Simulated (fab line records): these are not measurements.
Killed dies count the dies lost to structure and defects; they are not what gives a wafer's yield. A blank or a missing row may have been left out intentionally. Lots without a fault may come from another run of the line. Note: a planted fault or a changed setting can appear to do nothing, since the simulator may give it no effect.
fab line records    flow n5-finfet    part 2 of 2: steps 5 to 6 of 6
[record] lots = 21  wafers = 63  last-day = 18
route steps=1938 shown BEOL_M1@826 BEOL_M2@859
lots untouched by any fault: they come from a run of this same line in which no faults occurred
start-h: start of the lot's first displayed wafer, in hours after the record's first day    wait-h: how many hours have passed since the lot's step before this one    " the same as in the row above    L1.1+2: one row covering several wafers at once    - no value, or no start was given    * or withheld: withheld    < > ~ a bound
route shown NAME@n: a module of which the file shows steps, and the number in the route of the first    usual: average and standard deviation across the fault-free wafers    same: alike in all rows    chamber/n: place in a boat    sites: the reading at each site    _std_site: standard deviation of those values    _edge_site: the outer-site mean with the inner-site mean subtracted    radius-mm: for every site, how far away it sits from the centre of the wafer    mask NAME#n: copy n    behind: the tool/chamber that last shaped the wafer    hold: why the lot was held/for how many hours/how that ended    device: transistor that didn't switch, given as n, p or np    end of line: the same wafers' tests at the end of the route    a step given without rows: its recipe and nothing more    killed: at the first sort, the dies lost to defects and structure; wafer yield is something else    map: dies across one wafer; x = killed, . = not, _ = none there
set.NAME: the setting as run; set.NAME@STEP: as run at that earlier step    model.NAME: the simulator's own value behind a step, which no gauge read
one table for each step of the route and one row for each wafer, over a sample of lots
services: when a tool's chamber went out of use (start-h, in hours from the record's first day, below 0 if earlier), for how many hours, and the reason
[[steps]]
[step N5_BEOL_M2_CD_MEAS_28]
[recipe] target-cd-nm = 26.2  landing-energy-ev = 500  detector = se-inlens  target-cd-y-nm = 24.1  polarity = opening
[usual] cd-nm = 26.15/0.26
lot.wafer  tool       chamber  start-h  wait-h  cd-nm
L074.1     cd-sem-01  0        132.38   -       26.66
L074.2     "          0        "        "       26.19
L074.5     "          0        "        "       26.34
L075.3     cd-sem-03  0        137.82   -       26.22
L075.4     "          0        "        "       26.30
L075.5     "          0        "        "       25.99
L076.1     cd-sem-03  0        139.37   -       26.57
L076.2     "          0        "        "       26.05
L076.3     "          0        "        "       26.44
L077.3     cd-sem-01  0        147.17   -       26.36
L077.4     "          0        "        "       25.68
L077.5     "          0        "        "       25.86
L078.1     cd-sem-02  0        158.92   -       25.68
L078.3     "          0        "        "       25.83
L078.4     "          0        "        "       25.72
L079.2     cd-sem-02  0        159.67   -       26.29
L079.3     "          0        "        "       26.24
L079.4     "          0        "        "       26.23
L080.2     cd-sem-02  0        171.21   -       26.03
L080.3     "          0        "        "       26.40
L080.4     "          0        "        "       26.10
L081.1     cd-sem-03  0        176.35   -       26.13
L081.3     "          0        "        "       26.17
L081.6     "          0        "        "       25.81
L082.1     cd-sem-01  0        183.42   -       26.10
L082.3     "          0        "        "       26.06
L082.4     "          0        "        "       26.21
L083.2     cd-sem-03  0        189.83   -       26.09
L083.3     "          0        "        "       25.87
L083.6     "          0        "        "       25.97
L085.1     cd-sem-02  0        197.42   -       26.21
L085.2     "          0        "        "       25.93
L085.6     "          0        "        "       25.99
L084.3     cd-sem-01  0        199.79   -       25.69
L084.5     "          0        "        "       26.19
L084.6     "          0        "        "       26.03
L086.3     cd-sem-03  0        213.27   -       26.03
L086.4     "          0        "        "       25.88
L086.5     "          0        "        "       25.87
L088.1     cd-sem-03  0        220.29   -       26.10
L088.2     "          0        "        "       25.88
L088.5     "          0        "        "       25.92
L089.2     cd-sem-01  0        222.58   -       26.25
L089.5     "          0        "        "       26.03
L089.6     "          0        "        "       26.27
L090.4     cd-sem-01  0        227.56   -       26.49
L090.5     "          0        "        "       26.23
L090.6     "          0        "        "       26.15
L091.1     cd-sem-02  0        248.09   -       26.55
L091.3     "          0        "        "       25.89
L091.6     "          0        "        "       26.21
L092.1     cd-sem-02  0        249.06   -       26.67
L092.2     "          0        "        "       26.09
L092.5     "          0        "        "       26.33
L094.2     cd-sem-02  0        254.69   -       26.84
L094.3     "          0        "        "       27.00
L094.4     "          0        "        "       25.72
L096.1     cd-sem-01  0        290.23   -       26.33
L096.3     "          0        "        "       26.29
L096.5     "          0        "        "       26.16
L097.2     cd-sem-02  0        294.71   -       26.40
L097.4     "          0        "        "       26.29
L097.5     "          0        "        "       25.85
[step N5_BEOL_M2_ETCH_69]
[recipe] chemistry = CF4  target = SiARC  target-depth-a = 156  mask-material = CAR-EUV  time-s = 26  ion-energy-ev = 80  pressure-mtorr = 40  source-w = 545  bias-w = 36  Ar_flow_sccm = 100  cf4-flow-sccm = 100  ends = cleared
[usual] bias-w = 36.01/0.11  drypump-motor-current-A = 5.6/0.45  etch-rf-on-time-s = 26.1/0.9  oes-product-au = 0.71/0.073  rf-vpp-V = 184.0/1  showerhead-plenum-p-Torr = 2.15/0.058  throttle-valve-pct = 15.39/0.27
lot.wafer  tool         chamber  start-h  wait-h  bias-w  drypump-motor-current-A  etch-rf-on-time-s  oes-product-au  rf-hours-counter-h  rf-vpp-V  showerhead-plenum-p-Torr  throttle-valve-pct
L074.1     rie-diel-02  3        132.82   0.0     36.08   6.1                      26.9               0.60            180                 183.3     2.13                      15.77
L074.2     "            0        "        "       36.23   6.2                      24.7               0.85            2                   184.3     2.10                      15.68
L074.5     "            2        "        "       35.94   6.2                      27.2               0.78            -                   182.7     2.12                      15.10
L075.3     rie-diel-04  3        137.99   0.0     36.14   5.6                      24.7               0.61            233                 184.3     2.21                      15.89
L075.4     "            1        "        "       35.92   5.1                      26.2               0.81            7                   186.2     2.29                      15.35
L075.5     "            2        "        "       36.04   4.9                      26.2               0.74            -                   185.1     2.17                      15.16
L076.1     rie-diel-02  0        139.75   0.0     35.98   6.2                      24.9               0.83            4                   183.4     2.10                      15.67
L076.2     "            3        "        "       36.01   6.1                      27.3               0.60            182                 183.3     2.12                      15.76
L076.3     "            1        "        "       36.14   5.4                      26.3               0.71            64                  183.2     2.07                      15.09
L077.3     rie-diel-02  0        147.34   0.0     35.86   6.2                      24.5               0.83            7                   183.9     2.10                      15.68
L077.4     "            3        "        "       35.95   6.1                      27.0               0.60            185                 183.6     2.12                      15.76
L077.5     "            1        "        "       35.93   5.4                      25.8               0.70            -                   182.0     2.07                      15.08
L078.1     rie-diel-01  1        159.10   0.0     36.05   5.6                      27.3               0.80            1                   183.6     2.19                      15.02
L078.3     "            2        "        "       35.93   5.6                      25.1               0.79            19                  183.8     2.19                      15.40
L078.4     "            0        "        "       36.12   5.7                      26.4               0.62            168                 184.8     2.23                      15.59
L079.2     rie-diel-01  1        159.87   0.0     36.07   5.5                      27.0               0.80            1                   185.1     2.19                      15.03
L079.3     "            2        "        "       35.98   5.6                      25.1               0.78            19                  183.5     2.19                      15.41
L079.4     "            3        "        "       35.86   4.8                      26.3               0.67            88                  184.1     2.15                      15.13
L080.2     rie-diel-01  3        171.38   0.0     35.92   4.8                      25.9               0.68            91                  185.0     2.15                      15.13
L080.3     "            0        "        "       36.22   5.6                      26.1               0.62            172                 184.7     2.23                      15.59
L080.4     "            2        "        "       35.93   5.6                      24.8               0.80            23                  184.9     2.19                      15.42
L081.1     rie-diel-01  2        176.53   0.0     35.97   5.6                      25.0               0.78            25                  182.8     2.19                      15.43
L081.3     "            1        "        "       35.89   5.5                      26.6               0.79            7                   184.4     2.19                      15.03
L081.6     "            1        "        "       35.89   5.5                      26.6               0.79            -                   183.7     2.19                      15.04
L082.1     rie-diel-02  3        183.65   0.0     35.87   6.1                      27.0               0.60            198                 184.1     2.12                      15.80
L082.3     "            2        "        "       35.90   6.2                      26.9               0.74            26                  182.8     2.11                      15.15
L082.4     "            0        "        "       36.17   6.2                      24.7               0.80            18                  183.0     2.10                      15.70
L083.2     rie-diel-04  1        190.00   0.0     36.10   5.2                      25.9               0.78            24                  185.1     2.28                      15.38
L083.3     "            0        "        "       36.04   5.8                      26.4               0.79            4                   184.0     2.11                      15.57
L083.6     "            0        "        "       36.01   5.9                      26.1               0.80            -                   182.0     2.11                      15.57
L085.1     rie-diel-04  0        197.60   0.0     36.06   5.9                      26.7               0.78            7                   183.3     2.11                      15.55
L085.2     "            1        "        "       35.96   5.2                      26.2               0.76            27                  185.2     2.28                      15.40
L085.6     "            1        "        "       36.06   5.2                      26.5               0.76            -                   187.5     2.28                      15.38
L084.3     rie-diel-02  3        200.20   0.0     36.09   6.1                      27.1               0.59            204                 184.7     2.12                      15.78
L084.5     "            1        "        "       36.03   5.4                      26.0               0.68            -                   183.7     2.07                      15.12
L084.6     "            0        "        "       36.08   6.2                      24.6               0.80            -                   183.7     2.09                      15.70
L086.3     rie-diel-02  2        213.45   0.0     35.87   6.2                      27.0               0.72            37                  182.3     2.11                      15.17
L086.4     "            3        "        "       35.81   6.1                      27.2               0.59            208                 183.0     2.12                      15.81
L086.5     "            1        "        "       36.04   5.4                      26.0               0.68            -                   184.4     2.07                      15.15
L088.1     rie-diel-04  2        220.65   0.0     35.99   4.9                      25.6               0.70            70                  185.3     2.16                      15.23
L088.2     "            3        "        "       36.24   5.6                      23.9               0.85            7                   183.6     2.20                      15.45
L088.5     "            1        "        "       36.06   5.2                      25.8               0.76            -                   184.4     2.28                      15.42
L089.2     rie-diel-01  1        222.76   0.0     36.12   5.5                      26.9               0.75            26                  183.1     2.18                      15.08
L089.5     "            1        "        "       36.02   5.5                      27.0               0.74            -                   183.7     2.18                      15.06
L089.6     "            0        "        "       35.90   5.7                      26.7               0.61            -                   186.2     2.22                      15.63
L090.4     rie-diel-01  1        227.73   0.0     36.06   5.5                      26.7               0.75            27                  183.3     2.18                      15.08
L090.5     "            3        "        "       36.09   4.8                      25.8               0.65            -                   183.6     2.14                      15.18
L090.6     "            0        "        "       36.08   5.7                      26.1               0.61            -                   185.1     2.22                      15.62
L091.1     rie-diel-02  2        248.26   0.0     36.07   6.2                      27.6               0.71            44                  183.1     2.11                      15.17
L091.3     "            1        "        "       35.98   5.3                      26.0               0.67            100                 183.1     2.06                      15.15
L091.6     "            3        "        "       35.97   6.1                      27.3               0.58            -                   184.7     2.11                      15.82
L092.1     rie-diel-04  3        249.23   0.0     36.06   5.6                      24.0               0.83            15                  184.5     2.20                      15.47
L092.2     "            0        "        "       36.16   5.8                      26.4               0.76            22                  182.2     2.11                      15.60
L092.5     "            3        "        "       36.04   5.6                      23.8               0.83            -                   184.6     2.20                      15.48
L094.2     rie-diel-02  1        254.87   0.0     36.13   5.4                      25.8               0.68            102                 183.2     2.06                      15.15
L094.3     "            0        "        "       36.10   6.2                      24.8               0.76            42                  184.3     2.09                      15.74
L094.4     "            3        "        "       35.96   6.1                      27.0               0.58            222                 184.1     2.11                      15.84
L096.1     rie-diel-01  1        290.41   0.0     36.04   5.6                      26.5               0.72            51                  183.8     2.17                      15.12
L096.3     "            2        "        "       35.99   5.6                      25.2               0.71            69                  184.2     2.17                      15.50
L096.5     "            0        "        "       35.99   5.6                      26.3               0.59            -                   184.0     2.21                      15.67
L097.2     rie-diel-01  3        294.88   0.0     36.08   4.8                      25.7               0.64            137                 183.8     2.14                      15.23
L097.4     "            0        "        "       36.18   5.6                      26.6               0.59            218                 184.5     2.21                      15.67
L097.5     "            1        "        "       36.01   5.5                      26.6               0.71            -                   184.3     2.17                      15.12
[[services]]
tool            chamber  start-h  hours  kind
cmp-02          -        105.34   8.4    pm
cmp-01          -        110.09   5.6    pm
rie-diel-01     0        114.92   6.0    repair
cmp-02          -        120.21   4.8    pm
pvd-sputter-03  -        121.47   2.2    repair
cmp-02          -        125.63   1.4    repair
cmp-01          -        135.99   0.7    repair
rie-diel-01     1        139.95   -      clean
rie-diel-01     1        139.95   -      consumable-replace:focus-ring
rie-diel-01     1        139.95   16.9   scheduled-down
rie-diel-01     1        139.95   16.9   vent-cycle
cmp-02          -        152.67   0.9    repair
rie-diel-04     1        173.76   7.8    repair
pvd-sputter-02  -        174.82   1.6    repair
cmp-03          -        198.74   14.5   pm
cmp-01          -        214.55   4.0    pm
rie-diel-02     2        220.06   5.1    repair
cmp-03          -        223.03   0.7    repair
rie-diel-02     -        236.00   4.0    repair
cmp-02          -        239.18   8.5    repair
rie-diel-04     -        260.98   14.6   pm
cmp-02          -        273.72   4.0    pm
rie-diel-04     3        277.80   22.7   repair
rie-diel-04     -        278.13   2.0    repair
